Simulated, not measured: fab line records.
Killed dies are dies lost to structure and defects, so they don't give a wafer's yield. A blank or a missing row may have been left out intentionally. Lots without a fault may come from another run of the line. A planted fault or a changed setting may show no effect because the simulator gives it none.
Matching of chambers    flow n5 finfet    rie diel-03 running N5_MOL_CONTACT_COAG_DESCUM_45: 4 sister chambers
The step chemistry O2, time 7 s. 18 wafers are shown with their chamber, then 9 later ones without.

== WAFERS PAIRED WITH THEIR CHAMBERS ==
wafer   chamber  showerhead plenum p Torr (Torr)  throttle valve pct (%)  oes product au (a.u.)
L075.1  3        2.10                             20.31                   0.74
L075.3  1        2.22                             20.36                   0.92
L075.6  2        2.01                             20.78                   0.70
L077.2  0        1.97                             20.27                   0.68
L077.4  1        2.22                             20.37                   0.91
L077.6  0        1.97                             20.24                   0.69
L079.1  2        2.01                             20.78                   0.70
L079.2  0        1.96                             20.26                   0.68
L079.4  1        2.22                             20.38                   0.90
L081.2  2        2.00                             20.80                   0.70
L081.4  2        2.00                             20.80                   0.71
L081.6  3        2.10                             20.32                   0.73
L083.1  1        2.21                             20.40                   0.90
L083.2  2        2.00                             20.80                   0.69
L083.5  2        2.00                             20.80                   0.70
L084.2  3        2.09                             20.36                   0.72
L084.4  3        2.09                             20.34                   0.72
L084.5  1        2.21                             20.39                   0.88

SIGNATURES (means of the wafers above)
reading                   chamber 0  chamber 1  chamber 2  chamber 3  scatter within a chamber
showerhead plenum p Torr  1.9667     2.2160     2.0033     2.0950     0.00548
throttle valve pct        20.2567    20.3800    20.7933    20.3325    0.0158
oes product au            0.6833     0.9020     0.7000     0.7275     0.0101
Rule: a wafer lies at a distance from a chamber equal to the root of the sum of squares, over the readings, of (its reading less the chamber's mean, divided by the reading's scatter). If the next closest chamber is less than 2 further off than the closest, the wafer can't be placed; otherwise it belongs to the closest. The scatter: the root of (the sum of the squares of (reading less its chamber's mean) over the shown wafers, divided by (wafers less chambers)).

== WAFERS WHOSE CHAMBER IS MISSING ==
wafer   showerhead plenum p Torr (Torr)  throttle valve pct (%)  oes product au (a.u.)
L089.1  2.09                             20.35                   0.70
L089.2  2.00                             20.82                   0.69
L089.4  2.21                             20.42                   0.87
L094.3  2.20                             20.45                   0.85
L094.4  2.00                             20.86                   0.68
L094.5  2.20                             20.43                   0.85
L097.1  1.99                             20.84                   0.68
L097.3  2.20                             20.46                   0.83
L097.6  1.99                             20.83                   0.67

== THE CHAMBER EACH PASSED THROUGH ==
wafer   from the rows above  in truth
L089.1  3                    3
L089.2  2                    2
L089.4  1                    1
L094.3  1                    1
L094.4  2                    2
L094.5  1                    1
L097.1  2                    2
L097.3  1                    1
L097.6  2                    2
Correct placement for 9 of the 9. Can't be placed from these rows: 0. Wrongly placed: 0.
